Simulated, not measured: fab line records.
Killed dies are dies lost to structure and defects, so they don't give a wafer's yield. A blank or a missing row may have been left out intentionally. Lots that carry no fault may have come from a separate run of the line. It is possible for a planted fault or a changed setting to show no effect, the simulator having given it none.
Which tool is to blame? || flow nandHarc || 12 lots with 36 wafers sampled at 4 steps, on a route of 1159 steps

## WHAT THE GAUGES SHOWED, per wafer
NHARC_P_M2_OVL_MEAS_10: pitch 340 nm.
{"lot": "L075", "measured": "day 6 14:41", "on": "overlay-02", "overlayXNm (nm)": "-0.8 0.4 -0.9"}
{"lot": "L076", "measured": "day 6 19:21", "on": "overlay-01", "overlayXNm (nm)": "-1.0 -0.8 -1.2"}
{"lot": "L079", "measured": "day 7 08:45", "on": "overlay-01", "overlayXNm (nm)": "-0.8 -0.7 -1.0"}
{"lot": "L081", "measured": "day 8 03:05", "on": "overlay-01", "overlayXNm (nm)": "1.4 1.1 0.6"}
{"lot": "L083", "measured": "day 8 10:23", "on": "overlay-02", "overlayXNm (nm)": "0.7 0.6 0.1"}
{"lot": "L086", "measured": "day 9 07:32", "on": "overlay-02", "overlayXNm (nm)": "1.2 0.6 1.7"}
{"lot": "L085", "measured": "day 9 09:02", "on": "overlay-02", "overlayXNm (nm)": "-0.2 -0.6 -0.5"}
{"lot": "L089", "measured": "day 10 04:46", "on": "overlay-02", "overlayXNm (nm)": "-1.0 -0.4 -1.2"}
{"lot": "L091", "measured": "day 10 11:58", "on": "overlay-01", "overlayXNm (nm)": "-1.0 -0.7 -0.6"}
{"lot": "L093", "measured": "day 10 17:58", "on": "overlay-02", "overlayXNm (nm)": "-0.2 -0.1 0.0"}
{"lot": "L095", "measured": "day 11 04:58", "on": "overlay-02", "overlayXNm (nm)": "1.9 2.1 1.9"}
{"lot": "L097", "measured": "day 11 22:13", "on": "overlay-01", "overlayXNm (nm)": "0.9 1.1 0.7"}

## EACH LOT AND THE TOOL THAT RAN IT (in order: tool; ch and the chambers of the sampled wafers; start)
{"lot": "L075", "NHARC_P_CONTACT_ALD_22": "aldMetal-04 ch 0,2,3, day 5 22:53", "NHARC_P_CONTACT_CMP_24": "cmp-04 ch 1,3, day 6 04:42", "NHARC_P_M1_PRE_CLEAN_32": "pecvd-03 ch 0,1, day 6 13:17"}
{"lot": "L076", "NHARC_P_CONTACT_ALD_22": "aldMetal-02 ch 0,1,2, day 6 08:54", "NHARC_P_CONTACT_CMP_24": "cmp-01 ch 1,2,3, day 6 09:47", "NHARC_P_M1_PRE_CLEAN_32": "pecvd-04 ch 0,1, day 6 18:04"}
{"lot": "L079", "NHARC_P_CONTACT_ALD_22": "aldMetal-01 ch 0,1,3, day 6 22:28", "NHARC_P_CONTACT_CMP_24": "cmp-01 ch 1,2,3, day 6 23:18", "NHARC_P_M1_PRE_CLEAN_32": "pecvd-02 ch 1,2, day 7 07:27"}
{"lot": "L081", "NHARC_P_CONTACT_ALD_22": "aldMetal-02 ch 0,2, day 7 13:56", "NHARC_P_CONTACT_CMP_24": "cmp-01 ch 0,1,2, day 7 17:07", "NHARC_P_M1_PRE_CLEAN_32": "pecvd-02 ch 1,2, day 8 01:40"}
{"lot": "L083", "NHARC_P_CONTACT_ALD_22": "aldMetal-04 ch 1,2,3, day 7 23:54", "NHARC_P_CONTACT_CMP_24": "cmp-01 ch 0,1, day 8 00:43", "NHARC_P_M1_PRE_CLEAN_32": "pecvd-04 ch 0,1,2, day 8 09:01"}
{"lot": "L086", "NHARC_P_CONTACT_ALD_22": "aldMetal-01 ch 1,2,3, day 8 20:17", "NHARC_P_CONTACT_CMP_24": "cmp-01 ch 1,3, day 8 21:07", "NHARC_P_M1_PRE_CLEAN_32": "pecvd-03 ch 0,1, day 9 05:46"}
{"lot": "L085", "NHARC_P_CONTACT_ALD_22": "aldMetal-01 ch 1,2,3, day 8 21:45", "NHARC_P_CONTACT_CMP_24": "cmp-03 ch 1,2, day 8 22:37", "NHARC_P_M1_PRE_CLEAN_32": "pecvd-02 ch 0,1,2, day 9 07:32"}
{"lot": "L089", "NHARC_P_CONTACT_ALD_22": "aldMetal-01 ch 0,1,3, day 9 11:30", "NHARC_P_CONTACT_CMP_24": "cmp-01 ch 1,3, day 9 18:55", "NHARC_P_M1_PRE_CLEAN_32": "pecvd-04 ch 0,1,2, day 10 03:20"}
{"lot": "L091", "NHARC_P_CONTACT_ALD_22": "aldMetal-02 ch 0,3, day 9 23:09", "NHARC_P_CONTACT_CMP_24": "cmp-04 ch 0,2,3, day 10 02:26", "NHARC_P_M1_PRE_CLEAN_32": "pecvd-03 ch 0,1,2, day 10 10:41"}
{"lot": "L093", "NHARC_P_CONTACT_ALD_22": "aldMetal-02 ch 0,2, day 10 07:17", "NHARC_P_CONTACT_CMP_24": "cmp-04 ch 1,2,3, day 10 08:17", "NHARC_P_M1_PRE_CLEAN_32": "pecvd-03 ch 1,2, day 10 16:31"}
{"lot": "L095", "NHARC_P_CONTACT_ALD_22": "aldMetal-01 ch 2,3, day 10 18:36", "NHARC_P_CONTACT_CMP_24": "cmp-03 ch 0,3, day 10 19:26", "NHARC_P_M1_PRE_CLEAN_32": "pecvd-04 ch 0,1,2, day 11 03:31"}
{"lot": "L097", "NHARC_P_CONTACT_ALD_22": "aldMetal-01 ch 1,2,3, day 11 09:31", "NHARC_P_CONTACT_CMP_24": "cmp-01 ch 0,1,3, day 11 12:23", "NHARC_P_M1_PRE_CLEAN_32": "pecvd-04 ch 0,2, day 11 20:49"}
- NHARC_P_CONTACT_ALD_22: deposits TiN, target thk 3 nm, pulse time 1 s, ald cycles 150.
- NHARC_P_CONTACT_CMP_24: polishes, t overpolish 30 s, target thk 200 nm.
- NHARC_P_M1_PRE_CLEAN_32: time 12 s.

## THE ANSWER, worked out from the rows above alone
Rule: the usual values come from the lots themselves. The widest of any qualifying gaps counts: lots, ordered by their means at a reading, are off when they make up no more than a third of the lots, leave a main group of 4 or more, and stand apart from it by 3 or more times the standard deviation of that group's means. A main group whose means are all the same, to the digits that the tables above print for the reading, isn't used. A lot without any number at a reading at which 4 lots or more have one is off too. Where the step has rows for the other lots, those lots are counted as sound.
None of the lots is off at any reading shown; this tells nothing.

## WHAT THE SIMULATOR HAD PUT IN
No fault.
